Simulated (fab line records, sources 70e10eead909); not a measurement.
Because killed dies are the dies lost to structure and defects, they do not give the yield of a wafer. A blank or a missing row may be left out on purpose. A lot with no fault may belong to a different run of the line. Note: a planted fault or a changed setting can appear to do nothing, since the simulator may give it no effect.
The tool behind it: which one? ; flow nand harc ; Sampling: 24 lots, 72 wafers, 4 of 1159 route steps

== WHAT THE GAUGES READ, wafer by wafer ==
NHARC_A_CONTACT_CD_MEAS_80. Usual: cd nm at 189.5 nm, with a standard deviation of 0.68.
lot;measured;on;cd nm (nm);flag
L075;day 16 18:40;cd sem-03;189.6 189.2 189.7;
L074;day 16 21:15;cd sem-03;189.8 189.4 189.5;
L077;day 17 09:10;cd sem-02;188.6 187.0 187.7;
L078;day 17 10:41;cd sem-01;190.9 190.5 190.9;
L076;day 17 14:27;cd sem-01;189.2 189.5 189.1;
L080;day 18 00:35;cd sem-03;189.1 189.5 189.2;
L079;day 18 02:49;cd sem-01;189.8 189.1 190.0;
L083;day 18 09:01;cd sem-01;189.5 188.9 189.7;
L082;day 18 18:38;cd sem-01;190.2 190.5 190.6;
L085;day 19 02:49;cd sem-01;189.8 189.5 189.3;
L081;day 19 05:12;cd sem-02;189.8 189.8 190.9;
L084;day 19 11:37;cd sem-01;189.1 189.1 189.7;
L087;day 19 17:22;cd sem-02;188.7 188.4 188.4;
L086;day 19 19:31;cd sem-02;189.6 188.7 189.4;
L089;day 20 05:19;cd sem-02;188.7 188.7 188.6;
L088;day 20 11:54;cd sem-01;189.5 189.9 189.9;
L090;day 20 16:10;cd sem-02;189.7 190.1 189.9;
L091;day 20 22:50;cd sem-01;189.5 188.9 188.8;
L093;day 20 23:05;cd sem-03;189.6 189.4 189.2;
L092;day 21 03:57;cd sem-03;189.8 189.2 188.8;
L095;day 21 11:16;cd sem-01;189.5 189.8 189.2;
L094;day 21 15:29;cd sem-01;189.5 189.6 189.8;
L097;day 22 02:05;cd sem-02;190.4 190.2 190.6;
L096;day 22 08:14;cd sem-02;188.6 189.7 189.5;

== EACH LOT AND THE TOOL THAT RAN IT (in order: tool; ch and the chambers of the sampled wafers; start) ==
lot;NHARC_A_CONTACT_DEP_58;NHARC_A_CONTACT_ETCH_77;NHARC_A_CONTACT_ETCH_132
L075;pecvd-01 ch 0,2, day 16 14:14;rie diel-03 ch 0,2,3, day 16 17:43 or earlier;har cap etch-01 ch 0,1, day 16 17:43
L074;pecvd-03 ch 0,1, day 16 17:08;rie diel-03 ch 1,2,3, day 16 20:20 or earlier;har cap etch-03 ch 0,1, day 16 20:20
L077;pecvd-01 ch 1,2, day 17 05:09;rie diel-03 ch 0,1,3, day 17 08:17 or earlier;har cap etch-02 ch 0,1, day 17 08:17
L078;pecvd-04 ch 0,2, day 17 06:31;rie diel-03 ch 0,1,2, day 17 09:44 or earlier;har cap etch-01 ch 0,1, day 17 09:44
L076;pecvd-04 ch 0,1, day 17 10:07;rie diel-06 ch 1,2, day 17 13:31 or earlier;har cap etch-02 ch 0,1, day 17 13:31
L080;pecvd-04 ch 0,1,2, day 17 17:19;rie diel-06 ch 0,1,2, day 17 23:41 or earlier;har cap etch-03 ch 1, day 17 23:41
L079;pecvd-01 ch 0,1,2, day 17 22:40;rie diel-12 ch 1,2, day 18 01:56 or earlier;har cap etch-01 ch 0,1, day 18 01:56
L083;pecvd-01 ch 0,2, day 18 04:31;rie diel-03 ch 0,2,3, day 18 07:35 or earlier;har cap etch-01 ch 0,1, day 18 07:35
L082;pecvd-03 ch 1,2, day 18 14:02;rie diel-12 ch 0,1,3, day 18 17:34 or earlier;har cap etch-02 ch 0,1, day 18 17:34
L085;pecvd-04 ch 0,1,2, day 18 22:40;rie diel-06 ch 0,3, day 19 01:53 or earlier;har cap etch-01 ch 0,1, day 19 01:53
L081;pecvd-04 ch 0,2, day 19 00:26;rie diel-03 ch 0,3, day 19 04:13 or earlier;har cap etch-02 ch 0,1, day 19 04:13
L084;pecvd-03 ch 0,1,2, day 19 07:28;rie diel-03 ch 0,1, day 19 10:41 or earlier;har cap etch-01 ch 0,1, day 19 10:41
L087;pecvd-04 ch 0,1,2, day 19 13:10;rie diel-12 ch 0,2, day 19 16:25 or earlier;har cap etch-02 ch 0,1, day 19 16:25
L086;pecvd-03 ch 0,1,2, day 19 15:23;rie diel-03 ch 0,1,3, day 19 18:35 or earlier;har cap etch-03 ch 0,1, day 19 18:35
L089;pecvd-04 ch 0,1,2, day 20 00:53;rie diel-03 ch 2,3, day 20 04:20 or earlier;har cap etch-02 ch 0,1, day 20 04:20
L088;pecvd-04 ch 0,1,2, day 20 07:50;rie diel-12 ch 0,1,3, day 20 10:58 or earlier;har cap etch-03 ch 0,1, day 20 10:58
L090;pecvd-03 ch 1,2, day 20 11:36;rie diel-03 ch 2,3, day 20 15:05 or earlier;har cap etch-01 ch 0,1, day 20 15:05
L091;pecvd-01 ch 0,1, day 20 17:24;rie diel-03 ch 0,2,3, day 20 21:43 or earlier;har cap etch-01 ch 1, day 20 21:43
L093;pecvd-01 ch 0,1,2, day 20 18:01;rie diel-03 ch 0,2,3, day 20 22:10 or earlier;har cap etch-02 ch 0,1, day 20 22:10
L092;pecvd-01 ch 0,1, day 20 23:48;rie diel-03 ch 0,2,3, day 21 03:01 or earlier;har cap etch-02 ch 0,1, day 21 03:01
L095;pecvd-03 ch 0,1,2, day 21 07:09;rie diel-06 ch 0,2,3, day 21 10:25 or earlier;har cap etch-02 ch 0,1, day 21 10:25
L094;pecvd-03 ch 0,1, day 21 11:27;rie diel-03 ch 0,1,3, day 21 14:35 or earlier;har cap etch-03 ch 0,1, day 21 14:35
L097;pecvd-03 ch 1,2, day 21 21:58;rie diel-03 ch 0,2, day 22 01:08 or earlier;har cap etch-03 ch 0,1, day 22 01:08
L096;pecvd-03 ch 0,1,2, day 22 04:06;rie diel-12 ch 0,1,3, day 22 07:18 or earlier;har cap etch-01 ch 0,1, day 22 07:18
- NHARC_A_CONTACT_DEP_58: deposits SiON, target thk 60 nm.
- NHARC_A_CONTACT_ETCH_77: etches the open film in CF4/CHF3, target depth 72.6 nm, time 36.3 s.
- NHARC_A_CONTACT_ETCH_132: etches the open film in C4F8/O2/Ar, time 156 s, target depth 958 nm.

== WHAT THE TOOLS THEMSELVES READ (means of the sampled wafers that have a number; where no wafer has one, the mark that the record gives instead) ==
NHARC_A_CONTACT_DEP_58. Usual: heater power w at 735 W, with a standard deviation of 73.
lot;tool;heater power w (W);flag
L075;pecvd-01;664;
L074;pecvd-03;695;
L077;pecvd-01;714;
L078;pecvd-04;871;
L076;pecvd-04;741;
L080;pecvd-04;794;
L079;pecvd-01;693;
L083;pecvd-01;682;
L082;pecvd-03;697;
L085;pecvd-04;805;
L081;pecvd-04;775;
L084;pecvd-03;743;
L087;pecvd-04;764;
L086;pecvd-03;728;
L089;pecvd-04;808;
L088;pecvd-04;832;
L090;pecvd-03;769;
L091;pecvd-01;649;
L093;pecvd-01;660;
L092;pecvd-01;737;
L095;pecvd-03;697;
L094;pecvd-03;687;
L097;pecvd-03;800;
L096;pecvd-03;760;

NHARC_A_CONTACT_ETCH_77. Usual: chf3 flow sccm 29.98 sccm, standard deviation 0.085; drypump motor current A 5.7 A, standard deviation 0.41; oes product au 0.934 a.u., standard deviation 0.019; rf vpp V 369.3 V, standard deviation 2.1; showerhead plenum p Torr 1.54 Torr, standard deviation 0.054; throttle valve pct 16.803 %, standard deviation 0.0082.
lot;tool;chf3 flow sccm (sccm);drypump motor current A (A);oes product au (a.u.);rf vpp V (V);showerhead plenum p Torr (Torr);throttle valve pct (%);flag
L075;rie diel-03;29.98;5.7;0.929;368.2;1.49;16.810;
L074;rie diel-03;29.89;5.5;0.925;369.7;1.52;16.797;
L077;rie diel-03;30.02;5.9;0.929;368.7;1.53;16.800;
L078;rie diel-03;29.96;5.8;0.966;368.4;1.54;16.801;
L076;rie diel-06;29.99;5.9;0.917;371.2;1.61;16.807;
L080;rie diel-06;29.95;5.7;0.924;371.8;1.59;16.805;
L079;rie diel-12;30.09;5.8;0.916;371.1;1.60;16.806;
L083;rie diel-03;29.96;5.7;0.929;367.9;1.49;16.805;
L082;rie diel-12;30.00;5.5;0.919;370.4;1.57;16.809;
L085;rie diel-06;29.95;5.5;0.958;370.0;1.56;16.808;
L081;rie diel-03;29.88;6.0;0.914;367.8;1.50;16.797;
L084;rie diel-03;29.91;6.1;0.926;370.2;1.55;16.796;
L087;rie diel-12;30.07;5.7;0.968;370.1;1.55;16.803;
L086;rie diel-03;30.04;5.8;0.924;368.7;1.53;16.806;
L089;rie diel-03;30.02;5.5;0.925;366.6;1.47;16.806;
L088;rie diel-12;29.98;5.5;0.948;369.9;1.56;16.812;
L090;rie diel-03;29.98;5.5;0.934;367.4;1.47;16.807;
L091;rie diel-03;29.91;5.7;0.928;367.6;1.48;16.803;
L093;rie diel-03;30.00;5.7;0.927;367.7;1.48;16.809;
L092;rie diel-03;30.01;5.7;0.926;367.2;1.48;16.804;
L095;rie diel-06;29.99;5.8;0.924;370.7;1.58;16.794;
L094;rie diel-03;30.00;5.8;0.967;368.4;1.52;16.802;
L097;rie diel-03;30.03;5.6;0.974;368.1;1.49;16.794;
L096;rie diel-12;29.86;5.5;0.927;370.2;1.56;16.799;

== THE ANSWER, worked out from the rows above alone ==
Rule: lot off if the mean of its wafers having a number is beyond 3 standard deviations from the usual mean. Also off: a lot with no number at a reading for which 4 or more lots have one. All remaining lots with rows at the step are treated as sound. After the gauges, taken in route order, come the tools' own readings; for these a lot's mean is taken, as printed above. At the first step where some lot is off, the reading lying furthest off is the one used; lots without a number count as furthest.
Across all readings shown, no lot is off: no conclusion can be drawn from this.

== WHAT THE SIMULATOR HAD INSERTED ==
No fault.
